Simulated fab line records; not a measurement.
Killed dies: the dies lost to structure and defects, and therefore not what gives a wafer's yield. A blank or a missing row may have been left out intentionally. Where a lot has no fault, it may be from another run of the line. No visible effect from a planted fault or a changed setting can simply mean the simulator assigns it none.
Comparing a struck lot with a sound one | flow n5-finfet | 38 out of 1938 route steps
Sound: these wafers, L491.2, L491.4, L491.5. Struck: wafer L504.1 (L504.2, L504.3, from the same lot, were not struck and are left out); the cause is given at the end.
Per side, at each step with rows, come the tool, then ch with its chambers, and then its first start. Under that, the readings that differ: sound wafers | struck wafers | difference of the means | sigmas: that difference in standard deviations of wafers without a fault.
alike: same words and numbers on both sides, and readings whose means sit less than 2 such deviations apart. not compared: any withheld reading, any reading some wafer has no value for, any bound like >300 that may hide the same value, and any number with overlapping values for which the record gives no deviation.
Wherever a step has rows on one side only, a row that says differs or no value, or a row with sigmas, the two part there. Numbers that don't overlap but have no deviation are shown without sigmas and don't part them. A reading missing from all wafers of one side parts the sides only when that side holds two or more wafers.

first, 9 steps without rows for these wafers: N5_BEOL_M12_SOFTBAKE_23 (time 60 s); N5_BEOL_M12_EXPOSE_25 (exposes mask M12); N5_BEOL_M12_PEB_26 (peb time 90 s); N5_BEOL_M12_DEVELOP_27 (develop time 45 s); N5_BEOL_M12_HARDBAKE_32 (time 120 s); N5_BEOL_M12_DESCUM_33 (chemistry O2, time 7.9 s); N5_BEOL_M12_ETCH_67 (etches SiARC in CF4, target depth 143 nm, time 238.3 s); N5_BEOL_M12_ETCH_68 (etches SOC in N2/H2, time 285 s); N5_BEOL_M12_STRIP_69 (strips in N2/H2).
N5_BEOL_M12_TRENCH_ETCH_34: etches SiOC in C4F8/O2/Ar, target depth 318.95 nm, time 125.5 s.
  sound on rie-diel-02 ch 2,3, day 20 19:00; struck on rie-diel-05 ch 0, day 19 08:57
  reading                  | sound             | struck | difference | sigmas
  model.etch.depth-nm (nm) | 313.4 313.5 313.1 | 270.5  | -42.8      |
  alike: drypump-motor-current-A, oes-product-au, rf-vpp-V, showerhead-plenum-p-Torr, throttle-valve-pct
  not compared: rf-hours-counter-h
then, 1 step without rows for these wafers: N5_BEOL_M12_STRIP_70 (strips in C4F8/O2/Ar).
N5_BEOL_M12_OCD_MEAS_35:
  sound: ocd-01 at day 20 19:09; struck: ocd-02 at day 19 09:06
  reading              | sound       | struck | difference | sigmas
  trench-depth-nm (nm) | 313 313 314 | 271    | -42        | -9
then, 11 steps without rows for these wafers: N5_BEOL_M12_STRIP_37 (strips in N2/H2); N5_BEOL_M12_ETCH_38 (etches SiCN in CF4/N2, target depth 68.7 nm, time 73.4 s); N5_BEOL_M12_PRECLEAN_39 (cleans in residue remover, time 60 s); N5_BEOL_M12_SRD_40 (time 30 s, dry time 30 s); N5_BEOL_M12_DEGAS_41 (time 60 s); N5_BEOL_M12_PRE_CLEAN_42 (time 30 s); N5_BEOL_M12_SPUTTER_43 (material TaN, target thk 15 nm, time 24.19 s); N5_BEOL_M12_SPUTTER_44 (material Ta, target thk 10 nm, time 16.13 s); N5_BEOL_M12_SPUTTER_45 (material Cu, target thk 80 nm, time 13.33 s); N5_BEOL_M12_ECD_47 (material Cu, target thk 720 nm); N5_BEOL_M12_ANNEAL_48 (time 90 s).
N5_BEOL_M12_CMP_49: polishes, stops on SiOC, t overpolish 20.6 s, target thk 320 nm.
  sound on cmp-04 ch 0,1,3, day 21 01:44; struck on cmp-04 ch 0, day 19 11:16
  reading                                 | sound             | struck | difference | sigmas
  model.Cu_of_BEOL_M12_ECD_47.thk-nm (nm) | 313.6 314.2 314.4 | 272.6  | -41.5      |
  alike: barrier-field-endpoint-s, clearing-platen-rpm, motor-current-A, overpolish-run-s, slurry-flow-ml-min
N5_BEOL_M12_THK_MEAS_50: measures by xrf.
  sound: film-metro-02 at day 21 01:59; struck: film-metro-01 at day 19 11:34
  reading      | sound       | struck | difference | sigmas
  M12_THK (nm) | 308 309 309 | 267    | -42        | -9
then, 2 steps without rows for these wafers: N5_BEOL_M12_PRE_CLEAN_52 (time 15 s); N5_BEOL_M12_DEP_53 (deposits SiCN from 3MS/NH3, target thk 30 nm, time 10.5 s).
N5_BEOL_M12_RS_MEAS_54: measurement is done with a four-point probe.
  sound: film-metro-01 at day 21 02:07; struck: film-metro-01 at day 19 11:41
  reading         | sound                | struck | difference | sigmas
  M12_RS (ohm/sq) | 0.0614 0.0611 0.0612 | 0.0710 | +0.0098    | +11
then, 9 steps without rows for these wafers: N5_BEOL_M13_ILD_DEP_00 (deposits SiOC from DEMS/O2, target thk 837.92 nm, time 166.4 s); N5_BEOL_M13_COAT_58 (time 60 s, resist thk 89 nm); N5_BEOL_M13_COAT_04 (resist thk 400 nm); N5_BEOL_M13_EBR_06; N5_BEOL_M13_SOFTBAKE_05 (time 60 s); N5_BEOL_M13_EXPOSE_07 (exposes mask V12); N5_BEOL_M13_PEB_08 (peb time 90 s); N5_BEOL_M13_DEVELOP_09 (develop time 45 s); N5_BEOL_M13_HARDBAKE_14 (time 120 s).
N5_BEOL_M15_RC_MEAS_101:
  sound on prober-01 ch 0, day 21 20:17; struck on prober-01 ch 0, day 20 06:49
  reading                    | sound                   | struck  | difference | sigmas
  COMB_M10 (S/m)             | 1.7e-11 1.7e-11 1.8e-11 | 2.9e-11 | +1.2e-11   | +4
  COMB_M10_max_site (S/m)    | 2.1e-11 2.8e-11 2.1e-11 | 3.3e-11 | +9.7e-12   | +2
  COMB_M14 (S/m)             | 3.9e-12 2.9e-12 4.1e-12 | 6.4e-12 | +2.8e-12   | +4
  COMB_M8 (S/m)              | 2.5e-11 2.8e-11 1.6e-11 | 3.3e-11 | +1.0e-11   | +2
  SERP_M12 (ohm/um)          | 0.639 0.646 0.636       | 0.772   | +0.132     | +9
  SERP_M12_max_site (ohm/um) | 0.653 0.651 0.643       | 0.785   | +0.136     | +10
  SERP_M13 (ohm/um)          | 0.308 0.308 0.309       | 0.292   | -0.016     | -3
  SERP_M9 (ohm/um)           | 3.27 3.26 3.16          | 3.04    | -0.19      | -2
  alike: etest-temp-c, COMB_M11, COMB_M13, COMB_M15, COMB_M5, COMB_M6, COMB_M6_max_site, COMB_M7, COMB_M9, SERP_M10, SERP_M11, SERP_M14, SERP_M5, SERP_M6, SERP_M6_max_site, SERP_M7, SERP_M8

== WHERE THEY PART ==
Last at N5_BEOL_M15_RC_MEAS_101 as far as this record goes, first at N5_BEOL_M12_OCD_MEAS_35.

WHY: what had been put in by the simulator
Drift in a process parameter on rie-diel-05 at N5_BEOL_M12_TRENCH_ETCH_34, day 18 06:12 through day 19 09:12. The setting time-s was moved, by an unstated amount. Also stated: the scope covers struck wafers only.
